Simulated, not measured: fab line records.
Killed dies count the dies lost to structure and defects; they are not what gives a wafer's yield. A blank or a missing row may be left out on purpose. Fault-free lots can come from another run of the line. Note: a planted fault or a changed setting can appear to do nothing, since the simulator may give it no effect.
fab line records -- flow nandHarc
[record] lots = 24, wafers = 72, lastDay = 34
route steps=1302 shown A_CONTACT@1007
lots that met no fault: from a run of the same line without faults
startH: start of the lot's first displayed wafer, in hours after the record's first day -- waitH: hours since the lot's step before -- " unchanged from the row above -- L1.1+2: one row covering several wafers at once -- - no value present, or no start provided -- * or withheld: withheld -- < > ~ a bound
route shown NAME@n: names a module that has steps shown in the file, with the first one's number in the route -- usual: mean/standard deviation of fault-free wafers -- same: alike in all rows -- chamber/n: place in a boat -- sites: per-site readings -- _std_site: standard deviation of those values -- _edge_site: inner sites' mean taken away from outer sites' mean -- radiusMm: for every site, how far away it sits from the centre of the wafer -- mask NAME#n: copy n -- behind: the tool/chamber that last shaped the wafer -- hold: the reason the lot was held/the length of the hold in hours/how it ended -- device: names the non-switching transistor (n, p or np) -- end of line: tests of these same wafers at the route's end -- for a step that has no rows: nothing shown but its recipe -- killed: not the wafer's yield, but the dies lost to structure and defects at the first sort -- map: per-die view of a wafer (x killed, . not killed, _ where there is no die)
set.NAME: the setting as run; set.NAME@STEP: as run at that earlier step -- model.NAME: the simulator's own value behind a step, which no gauge read
steps of the route over a sample of lots; a table a step, a row a wafer
services: when a tool's chamber went out of use (startH, in hours from the record's first day, below 0 if earlier), for how many hours, and the reason
[[steps]]
[step NHARC_A_CONTACT_ETCH_113]
[recipe] sourceW = withheld, pressureMtorr = 20, biasV = 3000, timeS = 190, targetDepthA = 18500, arFlowSccm = withheld, c4f8FlowSccm = withheld, o2FlowSccm = withheld, chemistry = C4F8/O2/Ar
lot.wafer,tool,chamber,startH,waitH,rfHoursCounterH
L074.2,harCapEtch-02,0,505.15,0.2,84
L074.3,harCapEtch-02,1,505.15,0.2,-
L074.4,harCapEtch-02,0,505.15,0.2,-
L075.1,harCapEtch-03,1,505.77,0.1,43
L075.2,harCapEtch-03,0,505.77,0.1,43
L075.5,harCapEtch-03,1,505.77,0.1,-
L076.2,harCapEtch-02,1,510.39,0.2,87
L076.3,harCapEtch-02,1,510.39,0.2,-
L076.5,harCapEtch-02,0,510.39,0.2,-
L077.3,harCapEtch-01,1,535.45,0.1,-
L077.4,harCapEtch-01,0,535.45,0.1,-
L077.5,harCapEtch-01,1,535.45,0.1,-
L079.2,harCapEtch-03,1,543.50,0.1,50
L079.1,harCapEtch-03,0,543.50,0.1,50
L079.4,harCapEtch-03,1,543.50,0.1,-
L078.4,harCapEtch-03,0,557.05,0.1,-
L078.6,harCapEtch-03,1,557.05,0.1,-
L078.5,harCapEtch-03,0,557.05,0.1,-
L081.1,harCapEtch-01,0,564.60,0.1,7
L081.2,harCapEtch-01,1,564.60,0.1,7
L081.5,harCapEtch-01,1,564.60,0.1,-
L082.2,harCapEtch-02,0,576.35,0.1,97
L082.4,harCapEtch-02,0,576.35,0.1,-
L082.3,harCapEtch-02,1,576.35,0.1,-
L080.4,harCapEtch-03,1,579.58,0.1,-
L080.3,harCapEtch-03,0,579.58,0.1,-
L080.6,harCapEtch-03,0,579.58,0.1,-
L083.2,harCapEtch-01,1,582.87,0.1,11
L083.3,harCapEtch-01,1,582.87,0.1,-
L083.6,harCapEtch-01,1,582.87,0.1,-
L084.1,harCapEtch-01,1,588.12,0.1,13
L084.3,harCapEtch-01,0,588.12,0.1,-
L084.6,harCapEtch-01,0,588.12,0.1,-
L085.1,harCapEtch-02,0,604.34,0.1,105
L085.3,harCapEtch-02,1,604.34,0.1,-
L085.6,harCapEtch-02,1,604.34,0.1,-
L086.4,harCapEtch-01,0,611.38,0.1,-
L086.6,harCapEtch-01,0,611.38,0.1,-
L086.5,harCapEtch-01,1,611.38,0.1,-
L087.2,harCapEtch-02,1,613.48,0.2,108
L087.4,harCapEtch-02,1,613.48,0.2,-
L087.3,harCapEtch-02,0,613.48,0.2,-
L088.2,harCapEtch-03,0,646.16,0.1,68
L088.3,harCapEtch-03,0,646.16,0.1,-
L088.5,harCapEtch-03,1,646.16,0.1,-
L089.2,harCapEtch-01,1,647.38,0.1,24
L089.4,harCapEtch-01,0,647.38,0.1,-
L089.5,harCapEtch-01,1,647.38,0.1,-
L090.1,harCapEtch-01,0,662.61,0.1,26
L090.4,harCapEtch-01,1,662.61,0.1,-
L090.5,harCapEtch-01,1,662.61,0.1,-
L091.1,harCapEtch-02,0,662.93,0.1,114
L091.3,harCapEtch-02,1,662.93,0.1,-
L091.5,harCapEtch-02,0,662.93,0.1,-
L092.1,harCapEtch-02,1,671.33,0.1,117
L092.3,harCapEtch-02,0,671.33,0.1,-
L092.5,harCapEtch-02,0,671.33,0.1,-
L093.4,harCapEtch-02,0,686.76,0.1,-
L093.3,harCapEtch-02,1,686.76,0.1,-
L093.5,harCapEtch-02,1,686.76,0.1,-
L096.1,harCapEtch-01,1,694.78,0.1,33
L096.3,harCapEtch-01,0,694.78,0.1,-
L096.6,harCapEtch-01,1,694.78,0.1,-
L094.2,harCapEtch-02,1,695.00,0.1,123
L094.4,harCapEtch-02,0,695.00,0.1,-
L094.3,harCapEtch-02,1,695.00,0.1,-
L095.4,harCapEtch-01,0,698.89,0.1,-
L095.6,harCapEtch-01,0,698.89,0.1,-
L095.5,harCapEtch-01,1,698.89,0.1,-
L097.4,harCapEtch-01,1,730.34,0.1,-
L097.3,harCapEtch-01,0,730.34,0.1,-
L097.5,harCapEtch-01,0,730.34,0.1,-
[step NHARC_A_CONTACT_ETCH_114]
[recipe] sourceW = withheld, pressureMtorr = 20, biasV = 3000, timeS = 190, targetDepthA = 18500, arFlowSccm = withheld, c4f8FlowSccm = withheld, o2FlowSccm = withheld, chemistry = C4F8/O2/Ar
lot.wafer,tool,chamber,startH,waitH,rfHoursCounterH
L074.2,harCapEtch-02,0,505.38,0.2,84
L074.3,harCapEtch-02,1,505.38,0.2,-
L074.4,harCapEtch-02,0,505.38,0.2,-
L075.1,harCapEtch-03,1,505.95,0.1,43
L075.2,harCapEtch-03,0,505.95,0.1,43
L075.5,harCapEtch-03,1,505.95,0.1,-
L076.2,harCapEtch-02,1,510.62,0.2,87
L076.3,harCapEtch-02,1,510.62,0.2,-
L076.5,harCapEtch-02,0,510.62,0.2,-
L077.3,harCapEtch-01,1,535.62,0.1,-
L077.4,harCapEtch-01,0,535.62,0.1,-
L077.5,harCapEtch-01,1,535.62,0.1,-
L079.2,harCapEtch-03,1,543.67,0.1,50
L079.1,harCapEtch-03,0,543.67,0.1,50
L079.4,harCapEtch-03,1,543.67,0.1,-
L078.4,harCapEtch-03,0,557.22,0.1,-
L078.6,harCapEtch-03,1,557.22,0.1,-
L078.5,harCapEtch-03,0,557.22,0.1,-
L081.1,harCapEtch-01,0,564.77,0.1,7
L081.2,harCapEtch-01,1,564.77,0.1,7
L081.5,harCapEtch-01,1,564.77,0.1,-
L082.2,harCapEtch-02,0,576.52,0.1,97
L082.4,harCapEtch-02,0,576.52,0.1,-
L082.3,harCapEtch-02,1,576.52,0.1,-
L080.4,harCapEtch-03,1,579.75,0.1,-
L080.3,harCapEtch-03,0,579.75,0.1,-
L080.6,harCapEtch-03,0,579.75,0.1,-
L083.2,harCapEtch-01,1,583.04,0.1,11
L083.3,harCapEtch-01,1,583.04,0.1,-
L083.6,harCapEtch-01,1,583.04,0.1,-
L084.1,harCapEtch-01,1,588.29,0.1,14
L084.3,harCapEtch-01,0,588.29,0.1,-
L084.6,harCapEtch-01,0,588.29,0.1,-
L085.1,harCapEtch-02,0,604.52,0.1,106
L085.3,harCapEtch-02,1,604.52,0.1,-
L085.6,harCapEtch-02,1,604.52,0.1,-
L086.4,harCapEtch-01,0,611.55,0.1,-
L086.6,harCapEtch-01,0,611.55,0.1,-
L086.5,harCapEtch-01,1,611.55,0.1,-
L087.2,harCapEtch-02,1,613.71,0.2,108
L087.4,harCapEtch-02,1,613.71,0.2,-
L087.3,harCapEtch-02,0,613.71,0.2,-
L088.2,harCapEtch-03,0,646.33,0.1,68
L088.3,harCapEtch-03,0,646.33,0.1,-
L088.5,harCapEtch-03,1,646.33,0.1,-
L089.2,harCapEtch-01,1,647.55,0.1,24
L089.4,harCapEtch-01,0,647.55,0.1,-
L089.5,harCapEtch-01,1,647.55,0.1,-
L090.1,harCapEtch-01,0,662.78,0.1,26
L090.4,harCapEtch-01,1,662.78,0.1,-
L090.5,harCapEtch-01,1,662.78,0.1,-
L091.1,harCapEtch-02,0,663.10,0.1,115
L091.3,harCapEtch-02,1,663.10,0.1,-
L091.5,harCapEtch-02,0,663.10,0.1,-
L092.1,harCapEtch-02,1,671.50,0.1,117
L092.3,harCapEtch-02,0,671.50,0.1,-
L092.5,harCapEtch-02,0,671.50,0.1,-
L093.4,harCapEtch-02,0,686.92,0.1,-
L093.3,harCapEtch-02,1,686.92,0.1,-
L093.5,harCapEtch-02,1,686.92,0.1,-
L096.1,harCapEtch-01,1,694.95,0.1,33
L096.3,harCapEtch-01,0,694.95,0.1,-
L096.6,harCapEtch-01,1,694.95,0.1,-
L094.2,harCapEtch-02,1,695.17,0.1,123
L094.4,harCapEtch-02,0,695.17,0.1,-
L094.3,harCapEtch-02,1,695.17,0.1,-
L095.4,harCapEtch-01,0,699.06,0.1,-
L095.6,harCapEtch-01,0,699.06,0.1,-
L095.5,harCapEtch-01,1,699.06,0.1,-
L097.4,harCapEtch-01,1,730.51,0.1,-
L097.3,harCapEtch-01,0,730.51,0.1,-
L097.5,harCapEtch-01,0,730.51,0.1,-
[step NHARC_A_CONTACT_ETCH_115]
[recipe] sourceW = withheld, pressureMtorr = 20, biasV = 3000, timeS = 190, targetDepthA = 18500, arFlowSccm = withheld, c4f8FlowSccm = withheld, o2FlowSccm = withheld, chemistry = C4F8/O2/Ar
lot.wafer,tool,chamber,startH,waitH,rfHoursCounterH
L074.2,harCapEtch-02,0,505.61,0.2,85
L074.3,harCapEtch-02,1,505.61,0.2,-
L074.4,harCapEtch-02,0,505.61,0.2,-
L075.1,harCapEtch-03,1,506.12,0.1,43
L075.2,harCapEtch-03,0,506.12,0.1,43
L075.5,harCapEtch-03,1,506.12,0.1,-
L076.2,harCapEtch-02,1,510.85,0.2,87
L076.3,harCapEtch-02,1,510.85,0.2,-
L076.5,harCapEtch-02,0,510.85,0.2,-
L077.3,harCapEtch-01,1,535.79,0.1,-
L077.4,harCapEtch-01,0,535.79,0.1,-
L077.5,harCapEtch-01,1,535.79,0.1,-
L079.2,harCapEtch-03,1,543.84,0.1,50
L079.1,harCapEtch-03,0,543.84,0.1,50
L079.4,harCapEtch-03,1,543.84,0.1,-
L078.4,harCapEtch-03,0,557.39,0.1,-
L078.6,harCapEtch-03,1,557.39,0.1,-
L078.5,harCapEtch-03,0,557.39,0.1,-
L081.1,harCapEtch-01,0,564.94,0.1,7
L081.2,harCapEtch-01,1,564.94,0.1,7
L081.5,harCapEtch-01,1,564.94,0.1,-
L082.2,harCapEtch-02,0,576.69,0.1,97
L082.4,harCapEtch-02,0,576.69,0.1,-
L082.3,harCapEtch-02,1,576.69,0.1,-
L080.4,harCapEtch-03,1,579.92,0.1,-
L080.3,harCapEtch-03,0,579.92,0.1,-
L080.6,harCapEtch-03,0,579.92,0.1,-
L083.2,harCapEtch-01,1,583.21,0.1,11
L083.3,harCapEtch-01,1,583.21,0.1,-
L083.6,harCapEtch-01,1,583.21,0.1,-
L084.1,harCapEtch-01,1,588.46,0.1,14
L084.3,harCapEtch-01,0,588.46,0.1,-
L084.6,harCapEtch-01,0,588.46,0.1,-
L085.1,harCapEtch-02,0,604.69,0.1,106
L085.3,harCapEtch-02,1,604.69,0.1,-
L085.6,harCapEtch-02,1,604.69,0.1,-
L086.4,harCapEtch-01,0,611.72,0.1,-
L086.6,harCapEtch-01,0,611.72,0.1,-
L086.5,harCapEtch-01,1,611.72,0.1,-
L087.2,harCapEtch-02,1,613.94,0.2,108
L087.4,harCapEtch-02,1,613.94,0.2,-
L087.3,harCapEtch-02,0,613.94,0.2,-
L088.2,harCapEtch-03,0,646.50,0.1,68
L088.3,harCapEtch-03,0,646.50,0.1,-
L088.5,harCapEtch-03,1,646.50,0.1,-
L089.2,harCapEtch-01,1,647.72,0.1,24
L089.4,harCapEtch-01,0,647.72,0.1,-
L089.5,harCapEtch-01,1,647.72,0.1,-
L090.1,harCapEtch-01,0,662.95,0.1,26
L090.4,harCapEtch-01,1,662.95,0.1,-
L090.5,harCapEtch-01,1,662.95,0.1,-
L091.1,harCapEtch-02,0,663.27,0.1,115
L091.3,harCapEtch-02,1,663.27,0.1,-
L091.5,harCapEtch-02,0,663.27,0.1,-
L092.1,harCapEtch-02,1,671.67,0.1,117
L092.3,harCapEtch-02,0,671.67,0.1,-
L092.5,harCapEtch-02,0,671.67,0.1,-
L093.4,harCapEtch-02,0,687.09,0.1,-
L093.3,harCapEtch-02,1,687.09,0.1,-
L093.5,harCapEtch-02,1,687.09,0.1,-
L096.1,harCapEtch-01,1,695.12,0.1,33
L096.3,harCapEtch-01,0,695.12,0.1,-
L096.6,harCapEtch-01,1,695.12,0.1,-
L094.2,harCapEtch-02,1,695.34,0.1,123
L094.4,harCapEtch-02,0,695.34,0.1,-
L094.3,harCapEtch-02,1,695.34,0.1,-
L095.4,harCapEtch-01,0,699.23,0.1,-
L095.6,harCapEtch-01,0,699.23,0.1,-
L095.5,harCapEtch-01,1,699.23,0.1,-
L097.4,harCapEtch-01,1,730.68,0.1,-
L097.3,harCapEtch-01,0,730.68,0.1,-
L097.5,harCapEtch-01,0,730.68,0.1,-
[step NHARC_A_CONTACT_DEP_57]
[recipe] targetThkA = 53000, tempC = 400, material = aC
[usual] throttleValvePct = 35.000/0.01
lot.wafer,tool,chamber,startH,waitH,throttleValvePct
L075.1,aclDep-02,0,509.80,-,34.990
L075.2,aclDep-02,0,509.80,-,35.004
L075.5,aclDep-02,0,511.99,-,34.997
L074.2,aclDep-03,0,510.48,-,35.006
L074.3,aclDep-03,0,510.48,-,35.006
L074.4,aclDep-03,0,510.48,-,34.993
L076.2,aclDep-03,0,515.53,-,34.995
L076.3,aclDep-03,0,515.53,-,34.996
L076.5,aclDep-03,0,517.15,-,34.995
L077.3,aclDep-01,0,540.93,-,35.002
L077.4,aclDep-01,0,540.93,-,35.020
L077.5,aclDep-01,0,540.93,-,34.994
L079.1,aclDep-02,0,547.44,-,35.013
L079.2,aclDep-02,0,547.44,-,35.015
L079.4,aclDep-02,0,549.03,-,35.008
L078.4,aclDep-02,0,566.08,-,35.011
L078.5,aclDep-02,0,566.08,-,35.001
L078.6,aclDep-02,0,566.08,-,35.008
L081.1,aclDep-03,0,571.56,-,35.007
L081.2,aclDep-03,0,571.56,-,34.992
L081.5,aclDep-03,0,573.71,-,35.003
L082.2,aclDep-01,0,580.75,-,35.006
L082.3,aclDep-01,0,580.75,-,34.997
L082.4,aclDep-01,0,580.75,-,34.981
L080.3,aclDep-03,0,585.43,-,35.006
L080.4,aclDep-03,0,585.43,-,34.975
L080.6,aclDep-03,0,587.04,-,34.980
L083.2,aclDep-02,0,587.43,-,35.010
L083.3,aclDep-02,0,587.43,-,34.997
L083.6,aclDep-02,0,589.54,-,34.996
L084.1,aclDep-02,0,592.39,-,35.019
L084.3,aclDep-02,0,593.45,-,34.999
L084.6,aclDep-02,0,595.05,-,35.005
L085.1,aclDep-01,0,612.13,-,34.993
L085.3,aclDep-01,0,613.20,-,35.000
L085.6,aclDep-01,0,614.82,-,34.989
L086.4,aclDep-02,0,622.19,-,35.000
L086.5,aclDep-02,0,622.19,-,35.007
L086.6,aclDep-02,0,622.19,-,35.004
L087.2,aclDep-03,0,623.64,-,34.987
L087.3,aclDep-03,0,623.64,-,35.008
L087.4,aclDep-03,0,623.64,-,35.008
L088.2,aclDep-03,0,650.53,-,34.993
L088.3,aclDep-03,0,650.53,-,35.013
L088.5,aclDep-03,0,652.16,-,35.013
L089.2,aclDep-01,0,652.66,-,35.016
L089.4,aclDep-01,0,653.74,-,35.008
L089.5,aclDep-01,0,653.74,-,34.995
L090.1,aclDep-02,0,668.81,-,35.008
L090.4,aclDep-02,0,670.44,-,35.008
L090.5,aclDep-02,0,670.44,-,34.992
L091.1,aclDep-01,0,670.04,-,35.021
L091.3,aclDep-01,0,671.12,-,34.995
L091.5,aclDep-01,0,672.20,-,34.999
L092.1,aclDep-02,0,675.77,-,35.011
L092.3,aclDep-02,0,676.83,-,34.997
L092.5,aclDep-02,0,677.90,-,34.993
L093.3,aclDep-01,0,692.57,-,34.993
L093.4,aclDep-01,0,692.57,-,34.983
L093.5,aclDep-01,0,692.57,-,35.007
L096.1,aclDep-03,0,699.05,-,35.003
L096.3,aclDep-03,0,700.14,-,34.994
L096.6,aclDep-03,0,701.76,-,35.008
L094.2,aclDep-02,0,699.92,-,34.993
L094.3,aclDep-02,0,699.92,-,34.990
L094.4,aclDep-02,0,699.92,-,34.978
L095.4,aclDep-02,0,706.66,-,34.990
L095.5,aclDep-02,0,706.66,-,35.006
L095.6,aclDep-02,0,706.66,-,34.997
L097.3,aclDep-02,0,735.34,-,35.005
L097.4,aclDep-02,0,735.34,-,34.983
L097.5,aclDep-02,0,735.34,-,34.985
[step NHARC_A_CONTACT_INSPECT_71]
[usual] rawDefectCount = 91/33
lot.wafer,tool,chamber,startH,waitH,rawDefectCount
L074.2,defectInspect-02,-,514.05,0.1,17
L074.3,defectInspect-02,-,514.05,0.1,19
L074.4,defectInspect-02,-,514.05,0.1,21
L075.1,defectInspect-02,-,514.21,0.1,128
L075.2,defectInspect-02,-,514.21,0.1,150
L075.5,defectInspect-02,-,514.21,0.1,132
L076.2,defectInspect-01,-,518.97,0.0,142
L076.3,defectInspect-01,-,518.97,0.0,148
L076.5,defectInspect-01,-,518.97,0.0,152
L077.3,defectInspect-01,-,543.83,0.0,66
L077.4,defectInspect-01,-,543.83,0.0,51
L077.5,defectInspect-01,-,543.83,0.0,51
L079.1,defectInspect-02,-,551.50,0.0,61
L079.2,defectInspect-02,-,551.50,0.0,54
L079.4,defectInspect-02,-,551.50,0.0,50
L078.4,defectInspect-02,-,568.54,0.0,84
L078.5,defectInspect-02,-,568.54,0.0,75
L078.6,defectInspect-02,-,568.54,0.0,80
L081.1,defectInspect-02,-,575.65,0.0,67
L081.2,defectInspect-02,-,575.65,0.0,67
L081.5,defectInspect-02,-,575.65,0.0,56
L082.2,defectInspect-02,-,584.33,0.0,67
L082.3,defectInspect-02,-,584.33,0.0,68
L082.4,defectInspect-02,-,584.33,0.0,61
L080.3,defectInspect-01,-,588.47,0.0,114
L080.4,defectInspect-01,-,588.47,0.0,110
L080.6,defectInspect-01,-,588.47,0.0,99
L083.2,defectInspect-02,-,590.98,0.0,85
L083.3,defectInspect-02,-,590.98,0.0,93
L083.6,defectInspect-02,-,590.98,0.0,90
L084.1,defectInspect-02,-,596.44,0.0,152
L084.3,defectInspect-02,-,596.44,0.0,129
L084.6,defectInspect-02,-,596.44,0.0,139
L085.1,defectInspect-01,-,616.19,0.0,104
L085.3,defectInspect-01,-,616.19,0.0,99
L085.6,defectInspect-01,-,616.19,0.0,119
L086.4,defectInspect-01,-,624.69,0.0,71
L086.5,defectInspect-01,-,624.69,0.0,62
L086.6,defectInspect-01,-,624.69,0.0,68
L087.2,defectInspect-02,-,627.19,0.0,93
L087.3,defectInspect-02,-,627.19,0.0,90
L087.4,defectInspect-02,-,627.19,0.0,77
L088.2,defectInspect-01,-,653.99,0.0,137
L088.3,defectInspect-01,-,653.99,0.0,142
L088.5,defectInspect-01,-,653.99,0.0,132
L089.2,defectInspect-02,-,656.23,0.0,116
L089.4,defectInspect-02,-,656.23,0.0,75
L089.5,defectInspect-02,-,656.23,0.0,93
L090.1,defectInspect-01,-,672.83,0.0,85
L090.4,defectInspect-01,-,672.83,0.0,61
L090.5,defectInspect-01,-,672.83,0.0,67
L091.1,defectInspect-02,-,674.15,0.0,47
L091.3,defectInspect-02,-,674.15,0.0,61
L091.5,defectInspect-02,-,674.15,0.0,56
L092.1,defectInspect-01,-,679.84,0.0,109
L092.3,defectInspect-01,-,679.84,0.0,100
L092.5,defectInspect-01,-,679.84,0.0,127
L093.3,defectInspect-02,-,695.44,0.0,121
L093.4,defectInspect-02,-,695.44,0.0,102
L093.5,defectInspect-02,-,695.44,0.0,110
L096.1,defectInspect-02,-,703.08,0.0,115
L096.3,defectInspect-02,-,703.08,0.0,101
L096.6,defectInspect-02,-,703.08,0.0,98
L094.2,defectInspect-02,-,703.46,0.0,73
L094.3,defectInspect-02,-,703.46,0.0,81
L094.4,defectInspect-02,-,703.46,0.0,67
L095.4,defectInspect-01,-,709.13,0.0,80
L095.5,defectInspect-01,-,709.13,0.0,63
L095.6,defectInspect-01,-,709.13,0.0,76
L097.3,defectInspect-01,-,738.51,0.0,108
L097.4,defectInspect-01,-,738.51,0.0,131
L097.5,defectInspect-01,-,738.51,0.0,117
[step NHARC_A_CONTACT_ETCH_128]
[recipe] sourceW = withheld, pressureMtorr = 20, biasV = 3000, timeS = 197, targetDepthA = 19180, arFlowSccm = withheld, c4f8FlowSccm = withheld, o2FlowSccm = withheld, chemistry = C4F8/O2/Ar
lot.wafer,tool,chamber,startH,waitH,rfHoursCounterH
L074.2,harCapEtch-01,1,516.58,0.1,1
L074.3,harCapEtch-01,1,516.58,0.1,-
L074.4,harCapEtch-01,0,516.58,0.1,-
L075.2,harCapEtch-03,0,517.24,0.1,47
L075.1,harCapEtch-03,1,517.24,0.1,47
L075.5,harCapEtch-03,1,517.24,0.1,-
L076.2,harCapEtch-02,0,521.68,0.2,89
L076.3,harCapEtch-02,1,521.68,0.2,-
L076.5,harCapEtch-02,0,521.68,0.2,-
L077.3,harCapEtch-02,1,546.46,0.2,-
L077.4,harCapEtch-02,0,546.46,0.2,-
L077.5,harCapEtch-02,0,546.46,0.2,-
L079.2,harCapEtch-02,1,557.58,0.1,94
L079.1,harCapEtch-02,0,557.58,0.1,94
L079.4,harCapEtch-02,0,557.58,0.1,-
L078.4,harCapEtch-03,0,570.97,0.1,-
L078.5,harCapEtch-03,1,570.97,0.1,-
L078.6,harCapEtch-03,0,570.97,0.1,-
L081.2,harCapEtch-01,0,577.98,0.1,10
L081.1,harCapEtch-01,1,577.98,0.1,10
L081.5,harCapEtch-01,1,577.98,0.1,-
L082.2,harCapEtch-03,1,586.67,0.2,58
L082.3,harCapEtch-03,1,586.67,0.2,-
L082.4,harCapEtch-03,0,586.67,0.2,-
L080.4,harCapEtch-02,1,592.32,0.1,-
L080.3,harCapEtch-02,0,592.32,0.1,-
L080.6,harCapEtch-02,1,592.32,0.1,-
L083.2,harCapEtch-03,1,593.59,0.1,60
L083.3,harCapEtch-03,0,593.59,0.1,-
L083.6,harCapEtch-03,1,593.59,0.1,-
L084.1,harCapEtch-02,1,599.11,0.1,104
L084.3,harCapEtch-02,0,599.11,0.1,-
L084.6,harCapEtch-02,1,599.11,0.1,-
L085.1,harCapEtch-03,1,618.90,0.1,65
L085.3,harCapEtch-03,0,618.90,0.1,-
L085.6,harCapEtch-03,1,618.90,0.1,-
L086.4,harCapEtch-01,0,627.13,0.1,-
L086.5,harCapEtch-01,0,627.13,0.1,-
L086.6,harCapEtch-01,1,627.13,0.1,-
L087.2,harCapEtch-03,0,629.54,0.1,66
L087.4,harCapEtch-03,1,629.54,0.1,-
L087.3,harCapEtch-03,0,629.54,0.1,-
L088.2,harCapEtch-02,0,656.57,0.2,113
L088.3,harCapEtch-02,1,656.57,0.2,-
L088.5,harCapEtch-02,0,656.57,0.2,-
L089.2,harCapEtch-03,0,658.60,0.1,71
L089.4,harCapEtch-03,0,658.60,0.1,-
L089.5,harCapEtch-03,0,658.60,0.1,-
L090.1,harCapEtch-03,0,675.17,0.1,74
L090.4,harCapEtch-03,0,675.17,0.1,-
L090.5,harCapEtch-03,1,675.17,0.1,-
L091.1,harCapEtch-01,0,676.49,0.1,30
L091.3,harCapEtch-01,0,676.49,0.1,-
L091.5,harCapEtch-01,1,676.49,0.1,-
L092.1,harCapEtch-02,1,682.19,0.1,119
L092.3,harCapEtch-02,0,682.19,0.1,-
L092.5,harCapEtch-02,1,682.19,0.1,-
L093.4,harCapEtch-03,1,698.11,0.2,-
L093.3,harCapEtch-03,0,698.11,0.2,-
L093.5,harCapEtch-03,1,698.11,0.2,-
L096.1,harCapEtch-02,0,705.45,0.1,126
L096.3,harCapEtch-02,1,705.45,0.1,-
L096.6,harCapEtch-02,1,705.45,0.1,-
L094.2,harCapEtch-03,1,705.79,0.2,80
L094.3,harCapEtch-03,1,705.79,0.2,-
L094.4,harCapEtch-03,0,705.79,0.2,-
L095.4,harCapEtch-02,0,711.69,0.1,-
L095.5,harCapEtch-02,1,711.69,0.1,-
L095.6,harCapEtch-02,0,711.69,0.1,-
L097.3,harCapEtch-02,1,740.99,0.1,-
L097.4,harCapEtch-02,0,740.99,0.1,-
L097.5,harCapEtch-02,0,740.99,0.1,-
[[services]]
tool,chamber,startH,hours,kind
aclDep-03,-,484.35,13.0,pm
harCapEtch-01,-,497.00,17.0,pm
harCapEtch-01,0,497.00,17.0,ventCycle
harCapEtch-01,1,497.00,17.0,ventCycle
harCapEtch-01,0,514.00,-,clean
harCapEtch-01,1,514.00,-,clean
aclDep-01,-,554.23,13.0,pm
aclDep-02,-,607.56,13.0,pm
aclDep-03,-,665.35,13.0,pm
harCapEtch-02,-,707.21,0.6,repair
aclDep-01,-,736.97,13.0,pm
[[key]]
fault none
